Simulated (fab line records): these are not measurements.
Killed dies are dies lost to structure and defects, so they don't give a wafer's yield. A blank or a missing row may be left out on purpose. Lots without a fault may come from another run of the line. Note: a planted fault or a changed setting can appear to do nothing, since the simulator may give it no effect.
fab line records	flow n5_finfet
record lots=14	wafers=42	last_day=17
route steps=1938 shown WELL_APT@55 PMOS_HMC_CHANNEL_EPI@66 FIN_SAQP@96
lots with no fault: from the same line, run without faults
start_h: start of the lot's first displayed wafer, in hours after the record's first day	wait_h: hours elapsed since this lot's preceding step	" identical to the entry in the row above	L1.1+2: one row covering several wafers at once	- value missing, or start not given	* or withheld: withheld	< > ~ a bound
route shown NAME@n: a module of which the file shows steps, and the number in the route of the first	usual: average and standard deviation across the fault-free wafers	same: alike in all rows	chamber/n: place in a boat	sites: readings site by site	_std_site: their standard deviation	_edge_site: inner sites' mean taken away from outer sites' mean	radius_mm: for every site, how far away it sits from the centre of the wafer	mask NAME#n: copy n	behind: the most recent tool/chamber to have shaped the wafer	hold: the reason the lot was held/the length of the hold in hours/how it ended	device: the n, p or np transistor that did not switch	end of line: the route-end tests of the same wafers	for a step that has no rows: nothing shown but its recipe	killed: the dies lost at the first sort to structure and to defects; this is not the yield of the wafer	map: a wafer's dies, x killed, . not, _ none there
set.NAME: setting as actually run; set.NAME@STEP: the setting as run at that earlier step	model.NAME: the simulator's own value behind a step, which no gauge read
steps of the route over a sample of lots; a table a step, a row a wafer
services: the hour from which a tool's chamber was out of use, counted from the record's first day as start_h (under 0 if before that day), plus the number of hours and why
## steps
# step N5_WELL_APT_EPI_41
# recipe material=Si	target_thk_a=500	temp_c=650	precursor=SiH4/H2	pressure_torr=20	time_s=297.7
# usual lamp_inner_pct=14.4/0.84	throttle_valve_pct=11.2/0.61
lot.wafer	tool	chamber	start_h	wait_h	lamp_inner_pct	throttle_valve_pct
L204.1	epi_rpcvd-04	0	16.71	0.0	15.0	11.9
L204.2	"	0	"	"	15.1	11.9
L204.5	"	0	"	"	15.1	11.7
L205.1	epi_rpcvd-01	0	21.95	0.0	13.3	10.7
L205.2	"	0	"	"	13.5	10.6
L205.3	"	0	"	"	13.2	10.6
L207.2	epi_rpcvd-04	0	34.19	0.2	15.1	12.1
L207.3	"	0	"	"	15.0	11.9
L207.5	"	0	"	"	15.1	11.7
L209.1	epi_rpcvd-04	0	46.39	0.0	15.1	11.7
L209.4	"	0	"	"	15.1	12.1
L209.6	"	0	"	"	15.1	11.9
L211.3	epi_rpcvd-01	0	58.92	0.2	13.3	10.7
L211.4	"	0	"	"	13.3	10.4
L211.5	"	0	"	"	13.4	10.7
L218.1	epi_rpcvd-01	0	101.15	0.0	13.6	10.7
L218.4	"	0	"	"	13.3	10.6
L218.5	"	0	"	"	13.4	10.3
L219.1	epi_rpcvd-01	0	106.89	0.0	13.5	10.6
L219.3	"	0	"	"	13.3	10.7
L219.4	"	0	"	"	13.4	10.7
L220.3	epi_rpcvd-04	0	112.75	0.2	15.2	11.9
L220.5	"	0	"	"	15.1	12.0
L220.6	"	0	"	"	15.1	11.8
L221.1	epi_rpcvd-02	0	117.93	0.0	15.1	11.3
L221.4	"	0	"	"	14.9	11.2
L221.5	"	0	"	"	14.9	10.7
L222.2	epi_rpcvd-02	0	124.20	0.2	14.9	11.0
L222.4	"	0	"	"	14.9	11.1
L222.6	"	0	"	"	14.9	11.0
L223.1	epi_rpcvd-02	0	130.05	0.0	14.7	11.2
L223.4	"	0	"	"	14.8	11.2
L223.6	"	0	"	"	15.0	10.9
L225.3	epi_rpcvd-01	0	142.95	0.5	13.4	10.8
L225.5	"	0	"	"	13.5	10.5
L225.6	"	0	"	"	13.5	10.5
L226.1	epi_rpcvd-04	0	148.16	0.0	15.2	11.9
L226.4	"	0	"	"	15.1	12.1
L226.6	"	0	"	"	15.1	12.0
L227.1	epi_rpcvd-01	0	154.27	0.0	13.3	10.4
L227.2	"	0	"	"	13.4	10.8
L227.3	"	0	"	"	13.3	10.5
# step N5_PMOS_HMC_CHANNEL_EPI_OVL_MEAS_10
# recipe points_per_wafer=44
# usual PMOS_HMC_BLK_OVL=0.2/0.79
lot.wafer	tool	chamber	start_h	wait_h	PMOS_HMC_BLK_OVL[nm]
L204.1	overlay-01	0	18.02	0.0	-1.0
L204.2	"	0	"	"	-0.6
L204.5	"	0	"	"	-0.6
L205.1	overlay-01	0	22.93	0.0	-0.3
L205.2	"	0	"	"	0.0
L205.3	"	0	"	"	-1.2
L207.2	overlay-01	0	35.36	0.0	-0.3
L207.3	"	0	"	"	1.8
L207.5	"	0	"	"	1.0
L209.1	overlay-01	0	47.69	0.0	-0.5
L209.4	"	0	"	"	-0.5
L209.6	"	0	"	"	0.2
L211.3	overlay-01	0	59.83	0.0	0.9
L211.4	"	0	"	"	-0.4
L211.5	"	0	"	"	0.7
L218.1	overlay-01	0	102.74	0.0	0.3
L218.4	"	0	"	"	-1.0
L218.5	"	0	"	"	0.3
L219.1	overlay-01	0	108.08	0.0	0.0
L219.3	"	0	"	"	-0.3
L219.4	"	0	"	"	-0.6
L220.3	overlay-01	0	113.53	0.0	0.5
L220.5	"	0	"	"	-0.3
L220.6	"	0	"	"	-0.4
L221.1	overlay-01	0	119.12	0.0	0.4
L221.4	"	0	"	"	0.5
L221.5	"	0	"	"	0.8
L222.2	overlay-02	0	125.38	0.0	-1.4
L222.4	"	0	"	"	-0.9
L222.6	"	0	"	"	-0.9
L223.1	overlay-01	0	131.37	0.0	0.6
L223.4	"	0	"	"	0.5
L223.6	"	0	"	"	-0.1
L225.3	overlay-01	0	144.28	0.0	1.5
L225.5	"	0	"	"	0.6
L225.6	"	0	"	"	-0.1
L226.1	overlay-01	0	149.15	0.0	1.1
L226.4	"	0	"	"	-0.8
L226.6	"	0	"	"	0.8
L227.1	overlay-02	0	155.47	0.0	1.5
L227.2	"	0	"	"	1.9
L227.3	"	0	"	"	2.3
# step N5_PMOS_HMC_CHANNEL_EPI_CMP_21
# recipe material=SiGe30	post_cmp_clean=alkaline_brush	target_thk_nm=54
# usual motor_current_A=12.5/1.3
lot.wafer	tool	chamber	start_h	wait_h	motor_current_A
L204.2	cmp-01	0	20.18	0.1	11.9
L204.1	"	2	"	"	11.4
L204.5	"	3	"	"	11.7
L205.3	cmp-01	1	25.03	0.1	10.5
L205.1	"	2	"	"	10.9
L205.2	"	3	"	"	11.5
L207.2	cmp-01	1	37.38	0.0	10.4
L207.3	"	0	"	"	12.3
L207.5	"	2	"	"	12.4
L209.4	cmp-02	3	49.71	0.0	12.7
L209.1	"	0	"	"	13.8
L209.6	"	0	"	"	14.5
L211.4	cmp-02	0	61.93	0.1	14.3
L211.3	"	1	"	"	12.6
L211.5	"	3	"	"	11.7
L218.1	cmp-04	0	107.41	1.0	10.3
L218.4	"	1	"	"	13.1
L218.5	"	0	"	"	11.3
L219.4	cmp-02	3	110.44	0.1	12.3
L219.3	"	0	"	"	15.0
L219.1	"	1	"	"	12.2
L220.3	cmp-02	2	117.24	0.1	13.6
L220.5	"	1	"	"	12.6
L220.6	"	2	"	"	14.1
L221.4	cmp-02	3	121.31	0.1	12.2
L221.1	"	1	"	"	12.1
L221.5	"	2	"	"	13.8
L222.4	cmp-04	3	127.40	0.0	14.2
L222.2	"	0	"	"	10.2
L222.6	"	3	"	"	13.5
L223.4	cmp-04	0	135.77	0.0	10.0
L223.1	"	1	"	"	12.8
L223.6	"	1	"	"	12.7
L225.3	cmp-01	0	147.38	0.1	11.4
L225.6	"	1	"	"	10.2
L225.5	"	2	"	"	11.2
L226.4	cmp-04	2	151.22	0.1	12.3
L226.1	"	0	"	"	10.5
L226.6	"	1	"	"	12.5
L227.3	cmp-02	0	160.08	0.0	13.4
L227.2	"	1	"	"	12.1
L227.1	"	2	"	"	13.8
# step N5_FIN_SAQP_HM_DEP_03
# recipe material=SiNx	target_thk_a=380	temp_c=400	precursor=SiH4/NH3/N2	pressure_torr=1.5	rf_w=300	time_s=33.6
# usual heater_power_w=788/140	rf_fwd_power_W=297.8/0.98	showerhead_plenum_p_Torr=5.16/0.049	throttle_valve_pct=39.3/2.1
lot.wafer	tool	chamber	start_h	wait_h	heater_power_w	rf_fwd_power_W	showerhead_plenum_p_Torr	throttle_valve_pct
L204.1	pecvd-02	2	21.71	0.2	883	296.7	5.15	34.7
L204.2	"	1	"	"	647	296.2	5.15	41.2
L204.5	"	0	"	"	573	297.3	5.22	39.2
L205.1	pecvd-01	2	26.70	0.2	636	297.3	5.17	37.9
L205.2	"	1	"	"	892	298.5	5.11	41.0
L205.3	"	0	"	"	833	297.0	5.11	40.5
L207.2	pecvd-02	0	39.00	0.2	636	297.8	5.23	39.5
L207.3	"	1	"	"	787	296.6	5.15	41.2
L207.5	"	1	"	"	624	296.9	5.15	41.0
L209.1	pecvd-02	0	51.37	0.2	639	298.1	5.23	39.7
L209.4	"	1	"	"	687	296.5	5.16	41.0
L209.6	"	2	"	"	906	298.2	5.13	34.8
L211.3	pecvd-03	0	63.28	0.1	659	297.2	5.24	38.6
L211.4	"	1	"	"	888	297.6	5.07	41.4
L211.5	"	0	"	"	662	298.6	5.25	38.8
L218.1	pecvd-02	0	109.27	0.2	665	298.0	5.23	39.7
L218.4	"	1	"	"	761	295.9	5.16	41.0
L218.5	"	0	"	"	653	-	5.24	39.9
L219.1	pecvd-01	1	113.30	0.2	942	298.7	5.13	41.3
L219.3	"	2	"	"	665	297.2	5.17	38.3
L219.4	"	1	"	"	927	297.3	5.13	41.2
L220.3	pecvd-02	0	118.71	0.1	586	298.9	5.24	39.9
L220.5	"	2	"	"	949	-	5.15	35.2
L220.6	"	0	"	"	622	299.1	5.26	39.9
L221.1	pecvd-01	0	122.91	0.2	734	295.7	5.12	40.2
L221.4	"	1	"	"	960	297.9	5.14	41.2
L221.5	"	0	"	"	726	298.0	5.14	40.4
L222.2	pecvd-01	2	128.71	0.2	672	298.9	5.17	38.4
L222.4	"	2	"	"	678	298.9	5.17	38.6
L222.6	"	0	"	"	785	296.4	5.11	40.1
L223.1	pecvd-01	2	137.23	0.2	648	297.2	5.17	38.8
L223.4	"	1	"	"	959	298.9	5.12	41.1
L223.6	"	0	"	"	823	296.8	5.12	40.2
L225.3	pecvd-01	0	148.82	0.1	797	298.1	5.13	40.4
L225.5	"	1	"	"	971	298.4	5.12	41.2
L225.6	"	0	"	"	797	297.6	5.14	40.4
L226.1	pecvd-03	0	152.49	0.2	783	298.1	5.24	38.9
L226.4	"	1	"	"	935	297.8	5.08	41.8
L226.6	"	0	"	"	767	299.3	5.25	38.7
L227.1	pecvd-03	0	162.40	0.2	729	298.2	5.25	38.8
L227.2	"	1	"	"	963	297.2	5.09	41.8
L227.3	"	2	"	"	934	297.8	5.15	37.7
# step N5_FIN_SAQP_THK_MEAS_05
# usual thk_nm=38.1/0.43
lot.wafer	tool	chamber	start_h	wait_h	thk_nm
L204.1	film_metro-02	-	21.80	0.1	37.9
L204.2	"	-	"	"	37.4
L204.5	"	-	"	"	37.7
L205.1	film_metro-01	-	26.79	0.1	37.4
L205.2	"	-	"	"	37.9
L205.3	"	-	"	"	37.7
L207.2	film_metro-02	-	39.08	0.1	37.9
L207.3	"	-	"	"	37.9
L207.5	"	-	"	"	38.1
L209.1	film_metro-02	-	51.46	0.1	38.8
L209.4	"	-	"	"	38.0
L209.6	"	-	"	"	38.8
L211.3	film_metro-01	-	63.37	0.1	37.9
L211.4	"	-	"	"	38.7
L211.5	"	-	"	"	38.6
L218.1	film_metro-02	-	109.35	0.1	37.8
L218.4	"	-	"	"	38.3
L218.5	"	-	"	"	14.5
L219.1	film_metro-01	-	113.41	0.1	38.0
L219.3	"	-	"	"	38.8
L219.4	"	-	"	"	38.9
L220.3	film_metro-01	-	118.80	0.1	37.7
L220.5	"	-	"	"	14.1
L220.6	"	-	"	"	38.2
L221.1	film_metro-01	-	123.00	0.1	38.2
L221.4	"	-	"	"	38.3
L221.5	"	-	"	"	38.7
L222.2	film_metro-01	-	128.80	0.1	38.1
L222.4	"	-	"	"	38.5
L222.6	"	-	"	"	38.6
L223.1	film_metro-01	-	137.31	0.1	38.1
L223.4	"	-	"	"	38.9
L223.6	"	-	"	"	38.5
L225.3	film_metro-01	-	148.91	0.1	38.2
L225.5	"	-	"	"	38.7
L225.6	"	-	"	"	38.5
L226.1	film_metro-01	-	152.58	0.1	37.7
L226.4	"	-	"	"	38.5
L226.6	"	-	"	"	38.3
L227.1	film_metro-02	-	162.49	0.1	37.7
L227.2	"	-	"	"	38.1
L227.3	"	-	"	"	37.5
## services
tool	chamber	start_h	hours	kind
cmp-04	-	3.24	16.5	repair
cmp-02	-	16.22	2.9	repair
epi_rpcvd-02	-	20.16	0.5	pm
cmp-02	-	26.04	0.6	repair
epi_rpcvd-04	-	27.23	0.5	pm
cmp-02	-	36.97	4.7	repair
pecvd-01	0	39.57	5.5	scheduled_down
pecvd-01	2	45.03	2.1	scheduled_down
epi_rpcvd-02	-	45.33	1.3	repair
pecvd-02	2	66.01	7.8	repair
pecvd-01	1	73.08	5.5	scheduled_down
cmp-04	-	75.66	3.8	pm
pecvd-01	0	78.76	2.1	scheduled_down
cmp-01	-	97.63	0.5	repair
pecvd-03	1	98.79	5.5	scheduled_down
pecvd-01	0	99.99	13.4	repair
cmp-02	-	104.15	4.2	pm
cmp-01	-	104.41	4.0	pm
cmp-01	-	108.41	-	consumable_replace:conditioner
cmp-01	-	108.41	-	consumable_replace:pad
pecvd-02	0	128.09	4.4	repair
cmp-04	-	156.81	4.5	pm
## key
first_sign step=N5_FIN_SAQP_THK_MEAS_05	reading=thk_nm	direction=down	sigmas=56	usual=*	struck=*
effect none on later readings
met_at N5_FIN_SAQP_HM_DEP_03
struck_lots L218,L220
struck_wafers L218.5,L220.5
sort_left_out L218.5,L220.5
tester_left_out L218,L220
not_acting_at N5_WELL_APT_EPI_41,N5_PMOS_HMC_CHANNEL_EPI_OVL_MEAS_10,N5_PMOS_HMC_CHANNEL_EPI_CMP_21
onset_between 51.37 109.27
fault kind=process_parameter_drift	tool=pecvd-02	chamber=-	onset_h=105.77	steps=N5_FIN_SAQP_HM_DEP_03	channel=time_s	offset=*	shape=step	end_h=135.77	scope=struck_wafers_only	acts_in=*	stated=*
# tester_left_out: of these lots the tester's yield and bins aren't shown, on N5 and GAA mostly nor the transistor test; their killed dies are dies lost to structure and defects alone, not to doping, threshold or leakage, so they don't give the yield
# sort_left_out: the simulated sort isn't trusted on such a fault, so these wafers' sort isn't shown, and their yield isn't known
